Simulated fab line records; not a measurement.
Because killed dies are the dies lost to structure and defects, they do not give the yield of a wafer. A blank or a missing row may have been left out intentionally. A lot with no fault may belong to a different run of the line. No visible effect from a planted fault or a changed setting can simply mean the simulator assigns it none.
Chamber matching :: flow n5Finfet :: N5_MIM_TOP_ALD_00 on aldHk-01 has 4 sister chambers
The step deposits Al2O3, purge time 3 s, co reactant pulse time 3 s. 4 wafers are shown with their chamber, then 8 later ones without.

== WAFERS, EACH WITH ITS CHAMBER ==
wafer: L082.5
chamber: 0
precursorPulseHeightRel: 0.992

wafer: L085.2
chamber: 2
precursorPulseHeightRel: 1.030

wafer: L085.3
chamber: 1
precursorPulseHeightRel: 1.032

wafer: L090.2
chamber: 3
precursorPulseHeightRel: 0.988

== WAFERS MISSING THEIR CHAMBER ==
wafer: L090.3
precursorPulseHeightRel: 0.999

wafer: L090.4
precursorPulseHeightRel: 0.968

wafer: L095.1
precursorPulseHeightRel: 0.995

wafer: L095.3
precursorPulseHeightRel: 1.014

wafer: L095.5
precursorPulseHeightRel: 1.005

wafer: L097.2
precursorPulseHeightRel: 0.987

wafer: L097.3
precursorPulseHeightRel: 1.021

wafer: L097.5
precursorPulseHeightRel: 0.997

== CHAMBER TAKEN BY EACH ==
wafer: L090.3
from the rows above: can't be placed: 0 or 3
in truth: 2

wafer: L090.4
from the rows above: can't be placed: 3 or 0
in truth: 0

wafer: L095.1
from the rows above: can't be placed: 0 or 3
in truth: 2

wafer: L095.3
from the rows above: can't be placed: 2 or 1 or 0 or 3
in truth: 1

wafer: L095.5
from the rows above: can't be placed: 0 or 3 or 2 or 1
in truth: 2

wafer: L097.2
from the rows above: can't be placed: 3 or 0
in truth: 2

wafer: L097.3
from the rows above: can't be placed: 2 or 1 or 0
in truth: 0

wafer: L097.5
from the rows above: can't be placed: 0 or 3
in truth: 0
Placed correctly: 0 of 8. These rows do not allow placing 8 (true chamber among the candidates in 5). 0 placed wrongly.
How it was worked out, from the rows above alone: a wafer's distance from a chamber is the root of the sum, over the readings, of the square of ((its reading less the chamber's mean) divided by the reading's scatter). If the next closest chamber is less than 2 further off than the closest, the wafer can't be placed; otherwise it belongs to the closest. For every chamber, the mean is computed from those of its wafers that are shown. The scatter: with one shown wafer a chamber, the root of the mean of the squares of how far each hidden wafer lies from its nearest shown one.
